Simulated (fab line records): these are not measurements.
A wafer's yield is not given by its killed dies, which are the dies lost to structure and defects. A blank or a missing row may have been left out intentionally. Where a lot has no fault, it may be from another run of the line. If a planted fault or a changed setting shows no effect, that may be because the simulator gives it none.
Which tool did it?	flow n5-finfet	72 wafers from 24 lots sampled at 6 of the route's 1938 steps

## WHAT THE GAUGES READ, wafer by wafer
N5_MOL_CONTACT_COAG_CD_MEAS_08 targets a cd of 28 nm. Usual: cd-nm at 28.06 nm, with a standard deviation of 0.25.
lot	measured	on	cd-nm (nm)	flag
L074	day 4 13:41	cd-sem-01	27.61 28.56 28.59	
L075	day 4 21:41	cd-sem-01	28.23 27.97 27.90	
L076	day 5 04:38	cd-sem-03	27.61 27.77 27.70	
L077	day 5 13:03	cd-sem-02	27.76 27.78 28.10	
L078	day 5 23:06	cd-sem-03	28.26 28.31 28.15	
L079	day 6 03:26	cd-sem-02	27.73 28.33 28.44	
L080	day 6 06:32	cd-sem-01	28.45 27.99 28.03	
L081	day 6 09:09	cd-sem-01	28.12 27.98 28.06	
L082	day 6 15:05	cd-sem-02	27.86 27.88 27.80	
L083	day 6 22:08	cd-sem-02	27.64 27.91 27.65	
L084	day 7 03:28	cd-sem-01	28.33 28.07 28.36	
L085	day 7 09:41	cd-sem-03	28.07 28.14 28.25	
L086	day 7 16:09	cd-sem-03	27.77 27.87 27.58	
L087	day 8 01:43	cd-sem-02	28.36 27.91 27.76	
L088	day 8 04:03	cd-sem-02	28.04 28.32 28.26	
L089	day 8 09:41	cd-sem-03	27.92 27.77 27.78	
L090	day 8 14:52	cd-sem-03	28.18 28.20 28.28	
L091	day 8 22:13	cd-sem-02	27.92 28.16 27.74	
L092	day 9 03:53	cd-sem-01	28.20 28.03 28.15	
L093	day 9 08:50	cd-sem-02	28.10 28.11 28.16	
L094	day 9 14:47	cd-sem-03	27.51 28.01 27.61	
L095	day 10 02:26	cd-sem-02	28.25 28.05 28.36	
L096	day 10 04:04	cd-sem-03	28.51 28.15 28.07	
L097	day 10 11:43	cd-sem-03	28.49 28.20 28.29	

## WHAT TOOL EACH LOT RAN ON (gives the tool, then ch and the chambers of the sampled wafers, and finally the start)
lot	N5_GATE_CUT_VAPOR_ETCH_60	N5_GATE_CUT_PECVD_57	N5_GATE_CUT_ETCH_36	N5_GATE_CUT_VAPOR_ETCH_51	N5_GATE_CUT_CMP_23
L074	rie-metal-02 ch 0,1, day 4 06:16	pecvd-04 ch 0,2, day 4 08:50	rie-diel-03 ch 2,3, day 4 09:55	rie-metal-02 ch 0,1, day 4 10:29	cmp-02 ch 0,3, day 4 12:16
L075	rie-metal-02 ch 0, day 4 14:17	pecvd-04 ch 0,2, day 4 16:52	rie-diel-03 ch 1,3, day 4 17:55	rie-metal-01 ch 0,1, day 4 18:29	cmp-02 ch 1,3, day 4 20:14
L076	rie-metal-01 ch 0,1, day 4 21:06	pecvd-01 ch 0,1,2, day 4 23:47	rie-diel-05 ch 2,3, day 5 00:44	rie-metal-03 ch 0,1, day 5 01:28	cmp-03 ch 0,1, day 5 03:13
L077	rie-metal-03 ch 0,1, day 5 03:24	pecvd-01 ch 0,1,2, day 5 07:52	rie-diel-06 ch 0,3, day 5 08:55	rie-metal-03 ch 0,1, day 5 09:34	cmp-02 ch 1,2, day 5 11:35
L078	rie-metal-02 ch 0,1, day 5 15:14	pecvd-04 ch 0,1,2, day 5 18:18	rie-diel-03 ch 1,3, day 5 19:21	rie-metal-03 ch 0,1, day 5 19:56	cmp-04 ch 1,3, day 5 21:49
L079	rie-metal-01 ch 0,1, day 5 19:53	pecvd-04 ch 0,1, day 5 22:36	rie-diel-03 ch 0,3, day 5 23:31	rie-metal-01 ch 0,1, day 6 00:06	cmp-03 ch 0,2,3, day 6 02:08
L080	rie-metal-02 ch 0,1, day 5 21:05	pecvd-03 ch 0,2, day 6 01:50	rie-diel-05 ch 0,1, day 6 02:47	rie-metal-02 ch 0,1, day 6 03:22	cmp-02 ch 1,3, day 6 05:07
L081	rie-metal-02 ch 0,1, day 6 02:01	pecvd-01 ch 0,1,2, day 6 04:36	rie-diel-03 ch 0,2,3, day 6 05:32	rie-metal-01 ch 0,1, day 6 06:07	cmp-02 ch 1,2, day 6 07:51
L082	rie-metal-01 ch 0,1, day 6 07:47	pecvd-04 ch 0,1,2, day 6 10:30	rie-diel-06 ch 0,1, day 6 11:28	rie-metal-02 ch 0,1, day 6 12:04	cmp-02 ch 0,3, day 6 13:44
L083	rie-metal-03 ch 0,1, day 6 14:49	pecvd-03 ch 0,1, day 6 17:28	rie-diel-03 ch 0,2,3, day 6 18:23	rie-metal-02 ch 0,1, day 6 18:58	cmp-03 ch 0,1,2, day 6 20:52
L084	rie-metal-02 ch 0,1, day 6 20:23	pecvd-04 ch 0,2, day 6 22:56	rie-diel-06 ch 1,3, day 6 23:52	rie-metal-01 ch 0,1, day 7 00:26	cmp-03 ch 1,3, day 7 02:08
L085	rie-metal-02 ch 1, day 7 02:07	pecvd-01 ch 0,1,2, day 7 04:54	rie-diel-03 ch 1,2,3, day 7 06:04	rie-metal-03 ch 0,1, day 7 06:39	cmp-04 ch 1,2, day 7 08:23
L086	rie-metal-03 ch 0,1, day 7 08:40	pecvd-01 ch 0,1,2, day 7 11:22	rie-diel-06 ch 0,3, day 7 12:25	rie-metal-01 ch 0,1, day 7 13:01	cmp-03 ch 0,3, day 7 14:44
L087	rie-metal-02 ch 0,1, day 7 17:46	pecvd-04 ch 0,2, day 7 20:20	rie-diel-05 ch 1,3, day 7 21:55	rie-metal-02 ch 0,1, day 7 22:29	cmp-03 ch 0,1, day 8 00:15
L088	rie-metal-02 ch 0,1, day 7 20:58	pecvd-01 ch 0,1,2, day 7 23:31	rie-diel-05 ch 0,1,3, day 8 00:26	rie-metal-01 ch 0,1, day 8 01:01	cmp-04 ch 0,1, day 8 02:45
L089	rie-metal-03 ch 1, day 8 01:56	pecvd-01 ch 0,1,2, day 8 04:39	rie-diel-03 ch 0,1,3, day 8 05:41	rie-metal-03 ch 1, day 8 06:31	cmp-04 ch 1,2,3, day 8 08:14
L090	rie-metal-01 ch 0,1, day 8 07:28	pecvd-01 ch 0,2, day 8 10:13	rie-diel-06 ch 0,3, day 8 11:10	rie-metal-03 ch 0,1, day 8 11:45	cmp-02 ch 0,1,3, day 8 13:31
L091	rie-metal-03 ch 0,1, day 8 12:53	pecvd-01 ch 0,2, day 8 16:35	rie-diel-06 ch 2,3, day 8 18:20	rie-metal-01 ch 0,1, day 8 18:55	cmp-03 ch 0,2,3, day 8 20:37
L092	rie-metal-02 ch 0,1, day 8 18:40	pecvd-01 ch 1,2, day 8 22:53	rie-diel-06 ch 0,2,3, day 8 23:59	rie-metal-01 ch 0,1, day 9 00:34	cmp-04 ch 0,1,2, day 9 02:35
L093	rie-metal-03 ch 0,1, day 9 01:30	pecvd-03 ch 0,2, day 9 04:04	rie-diel-03 ch 0,3, day 9 05:07	rie-metal-02 ch 0,1, day 9 05:41	cmp-04 ch 0,3, day 9 07:23
L094	rie-metal-03 ch 0, day 9 07:04	pecvd-01 ch 0,1,2, day 9 09:43	rie-diel-06 ch 1,2, day 9 10:56	rie-metal-01 ch 0,1, day 9 11:31	cmp-02 ch 0,1,2, day 9 13:26
L095	rie-metal-01 ch 0,1, day 9 18:04	pecvd-04 ch 0,1, day 9 20:46	rie-diel-06 ch 0,2,3, day 9 21:50	rie-metal-03 ch 1, day 9 22:40	cmp-03 ch 0,1,2, day 10 00:59
L096	rie-metal-02 ch 0,1, day 9 20:52	pecvd-03 ch 0,1,2, day 9 23:25	rie-diel-03 ch 0,1,2, day 10 00:25	rie-metal-01 ch 0,1, day 10 01:02	cmp-04 ch 0,1,3, day 10 02:46
L097	rie-metal-02 ch 0,1, day 10 04:22	pecvd-01 ch 0,2, day 10 06:55	rie-diel-05 ch 1,2, day 10 08:01	rie-metal-02 ch 0,1, day 10 08:37	cmp-02 ch 0,3, day 10 10:22
- N5_GATE_CUT_VAPOR_ETCH_60: etches HfO2 in BCl3/Cl2.
- N5_GATE_CUT_PECVD_57: deposits SiNx from SiH4/NH3/N2, target thk 21 nm.
- N5_GATE_CUT_ETCH_36: etches SiARC in CF4, target depth 13 nm, time 21.7 s.
- N5_GATE_CUT_VAPOR_ETCH_51: etches HfO2 in BCl3/Cl2.
- N5_GATE_CUT_CMP_23: polishes, stops on SiO2, t overpolish 23.4 s, target thk 16 nm.

## WHAT THE TOOLS THEMSELVES READ (means of the sampled wafers that have a number; where no wafer has one, the mark that the record gives instead)
N5_GATE_CUT_VAPOR_ETCH_60. Usual: drypump-motor-current-A 5.5 A, standard deviation 0.39; oes-product-au 0.75 a.u., standard deviation 0.12.
lot	tool	drypump-motor-current-A (A)	oes-product-au (a.u.)	flag
L074	rie-metal-02	5.4	0.69	
L075	rie-metal-02	4.9	0.70	
L076	rie-metal-01	5.8	0.95	
L077	rie-metal-03	5.7	0.68	
L078	rie-metal-02	5.2	0.68	
L079	rie-metal-01	5.8	0.94	
L080	rie-metal-02	5.2	0.68	
L081	rie-metal-02	5.4	0.68	
L082	rie-metal-01	5.8	0.93	
L083	rie-metal-03	5.7	0.67	
L084	rie-metal-02	5.2	0.68	
L085	rie-metal-02	5.7	0.67	
L086	rie-metal-03	5.7	0.67	
L087	rie-metal-02	5.4	0.67	
L088	rie-metal-02	5.4	0.67	
L089	rie-metal-03	5.5	0.71	
L090	rie-metal-01	5.8	0.89	
L091	rie-metal-03	5.8	0.90	
L092	rie-metal-02	5.2	0.67	
L093	rie-metal-03	5.8	0.90	
L094	rie-metal-03	5.9	0.97	
L095	rie-metal-01	5.8	0.88	
L096	rie-metal-02	5.2	0.66	
L097	rie-metal-02	5.2	0.67	

N5_GATE_CUT_PECVD_57. Usual: heater-power-w 776 W, standard deviation 94; showerhead-plenum-p-Torr 5.14 Torr, standard deviation 0.063; throttle-valve-pct 39.2 %, standard deviation 0.98.
lot	tool	heater-power-w (W)	showerhead-plenum-p-Torr (Torr)	throttle-valve-pct (%)	flag
L074	pecvd-04	872	5.08	39.3	
L075	pecvd-04	872	5.09	39.1	
L076	pecvd-01	769	5.14	39.4	
L077	pecvd-01	752	5.14	39.6	
L078	pecvd-04	832	5.13	38.8	
L079	pecvd-04	788	5.17	38.1	
L080	pecvd-03	675	5.19	39.8	
L081	pecvd-01	782	5.13	39.5	
L082	pecvd-04	771	5.13	38.8	
L083	pecvd-03	691	5.20	40.2	
L084	pecvd-04	790	5.08	39.4	
L085	pecvd-01	769	5.14	39.7	
L086	pecvd-01	741	5.13	39.7	
L087	pecvd-04	821	5.13	39.2	
L088	pecvd-01	769	5.13	39.7	
L089	pecvd-01	759	5.14	39.5	
L090	pecvd-01	661	5.12	40.2	
L091	pecvd-01	731	5.08	39.7	
L092	pecvd-01	773	5.11	39.0	
L093	pecvd-03	685	5.20	39.9	
L094	pecvd-01	783	5.13	39.7	
L095	pecvd-04	800	5.17	38.7	
L096	pecvd-03	771	5.16	39.2	
L097	pecvd-01	721	5.07	39.8	

N5_GATE_CUT_ETCH_36. Usual: for cf4-flow-sccm, 99.9 sccm with a standard deviation of 0.32; for drypump-motor-current-A, 5.38 A with a standard deviation of 0.28; for etch-rf-on-time-s, 21.7 s with a standard deviation of 0.43; for oes-product-au, 0.64 a.u. with a standard deviation of 0.065; for rf-vpp-V, 184.4 V with a standard deviation of 1.1; for showerhead-plenum-p-Torr, 2.17 Torr with a standard deviation of 0.055; for throttle-valve-pct, 15.65 % with a standard deviation of 0.24.
lot	tool	cf4-flow-sccm (sccm)	drypump-motor-current-A (A)	etch-rf-on-time-s (s)	oes-product-au (a.u.)	rf-vpp-V (V)	showerhead-plenum-p-Torr (Torr)	throttle-valve-pct (%)	flag
L074	rie-diel-03	99.7	5.23	21.9	0.60	184.8	2.15	15.79	
L075	rie-diel-03	99.8	5.19	22.0	0.64	185.0	2.23	15.76	
L076	rie-diel-05	99.8	5.44	21.3	0.63	183.8	2.15	15.60	
L077	rie-diel-06	100.1	5.17	21.5	0.65	185.0	2.20	15.56	
L078	rie-diel-03	100.0	5.21	21.5	0.65	185.4	2.23	15.77	
L079	rie-diel-03	99.9	5.67	22.1	0.61	184.1	2.15	15.53	
L080	rie-diel-05	100.1	5.16	21.8	0.67	183.5	2.17	15.69	
L081	rie-diel-03	99.9	5.43	22.2	0.60	184.1	2.15	15.68	
L082	rie-diel-06	100.0	5.29	21.8	0.61	185.0	2.21	15.73	
L083	rie-diel-03	100.0	5.44	22.0	0.60	184.0	2.14	15.69	
L084	rie-diel-06	99.8	5.37	21.3	0.62	185.2	2.17	15.80	
L085	rie-diel-03	99.9	5.23	22.1	0.62	185.0	2.20	15.75	
L086	rie-diel-06	99.8	5.17	21.3	0.64	184.9	2.20	15.59	
L087	rie-diel-05	100.1	5.40	21.7	0.74	184.0	2.11	15.28	
L088	rie-diel-05	99.8	5.26	21.7	0.67	184.4	2.14	15.57	
L089	rie-diel-03	99.9	5.46	22.1	0.63	184.2	2.20	15.63	
L090	rie-diel-06	99.9	5.16	21.6	0.63	185.6	2.19	15.61	
L091	rie-diel-06	100.4	5.53	21.8	0.62	184.2	2.14	15.86	
L092	rie-diel-06	99.7	5.45	21.4	0.63	184.7	2.16	15.77	
L093	rie-diel-03	99.6	5.41	21.9	0.59	183.6	2.16	15.75	
L094	rie-diel-06	100.0	5.58	21.3	0.76	184.3	2.18	15.57	
L095	rie-diel-06	100.0	5.43	21.5	0.62	184.1	2.16	15.78	
L096	rie-diel-03	100.1	5.50	22.0	0.62	184.5	2.16	15.61	
L097	rie-diel-05	100.2	5.52	21.1	0.78	183.4	2.12	15.19	

N5_GATE_CUT_VAPOR_ETCH_51. Usual: drypump-motor-current-A 5.7 A, standard deviation 0.36; oes-product-au 0.78 a.u., standard deviation 0.13.
lot	tool	drypump-motor-current-A (A)	oes-product-au (a.u.)	flag
L074	rie-metal-02	5.2	0.70	
L075	rie-metal-01	5.8	0.96	
L076	rie-metal-03	5.7	0.68	
L077	rie-metal-03	5.9	0.63	
L078	rie-metal-03	5.7	0.67	
L079	rie-metal-01	6.0	0.93	
L080	rie-metal-02	5.4	0.68	
L081	rie-metal-01	5.8	0.92	
L082	rie-metal-02	5.2	0.68	
L083	rie-metal-02	5.4	0.68	
L084	rie-metal-01	5.8	0.92	
L085	rie-metal-03	5.8	0.62	
L086	rie-metal-01	5.8	0.92	
L087	rie-metal-02	5.4	0.67	
L088	rie-metal-01	5.8	0.90	
L089	rie-metal-03	5.6	0.70	
L090	rie-metal-03	5.7	0.80	
L091	rie-metal-01	5.8	0.90	
L092	rie-metal-01	6.0	0.90	
L093	rie-metal-02	5.2	0.67	
L094	rie-metal-01	5.8	0.88	
L095	rie-metal-03	5.5	0.70	
L096	rie-metal-01	6.0	0.89	
L097	rie-metal-02	5.2	0.67	

N5_GATE_CUT_CMP_23. Usual: motor-current-A 8.9 A, standard deviation 0.96; overpolish-run-s 23.399 s, standard deviation 0.0096; retaining-ring-pressure-frac 1.000, standard deviation 0.005; time-to-endpoint-s 19.6 s, standard deviation 2.8.
lot	tool	motor-current-A (A)	overpolish-run-s (s)	retaining-ring-pressure-frac	time-to-endpoint-s (s)	flag
L074	cmp-02	8.2	23.388	1.001	15.7	
L075	cmp-02	9.4	23.395	1.003	16.0	
L076	cmp-03	7.7	23.397	1.000	18.9	
L077	cmp-02	10.5	23.399	0.996	18.5	
L078	cmp-04	8.7	23.402	1.001	18.5	
L079	cmp-03	8.2	23.391	1.004	21.2	
L080	cmp-02	9.7	23.405	1.004	18.0	
L081	cmp-02	10.2	23.398	1.000	18.0	
L082	cmp-02	8.5	23.393	0.999	16.7	
L083	cmp-03	8.1	23.405	0.997	20.5	
L084	cmp-03	8.4	23.415	0.999	22.9	
L085	cmp-04	8.5	23.391	1.000	18.7	
L086	cmp-03	8.4	23.390	1.002	21.3	
L087	cmp-03	8.0	23.402	1.000	22.2	
L088	cmp-04	8.9	23.393	0.997	18.7	
L089	cmp-04	8.7	23.391	1.002	20.6	
L090	cmp-02	9.6	23.400	1.001	20.8	
L091	cmp-03	8.0	23.403	0.997	20.1	
L092	cmp-04	9.0	23.399	0.999	20.5	
L093	cmp-04	9.0	23.406	1.002	20.5	
L094	cmp-02	10.2	23.391	0.999	19.3	
L095	cmp-03	8.1	23.402	1.002	24.7	
L096	cmp-04	9.0	23.400	1.001	19.5	
L097	cmp-02	9.0	23.398	1.001	19.8	

## THE ANSWER, worked out from the rows above alone
Rule: a lot counts as off when the mean over its wafers that have a number is more than 3 standard deviations away from the usual mean. A lot without any number at a reading at which 4 lots or more have one is off too. All remaining lots with rows at the step are treated as sound. The gauges are gone through in route order, then the tools' own readings, and for those a lot's mean is taken as printed above. The first step at which some lot is off is used, and at that step the reading that is off furthest; a lot without a number counts as furthest.
Across all readings shown, no lot is off: no conclusion can be drawn from this.

## WHAT THE SIMULATOR PUT IN
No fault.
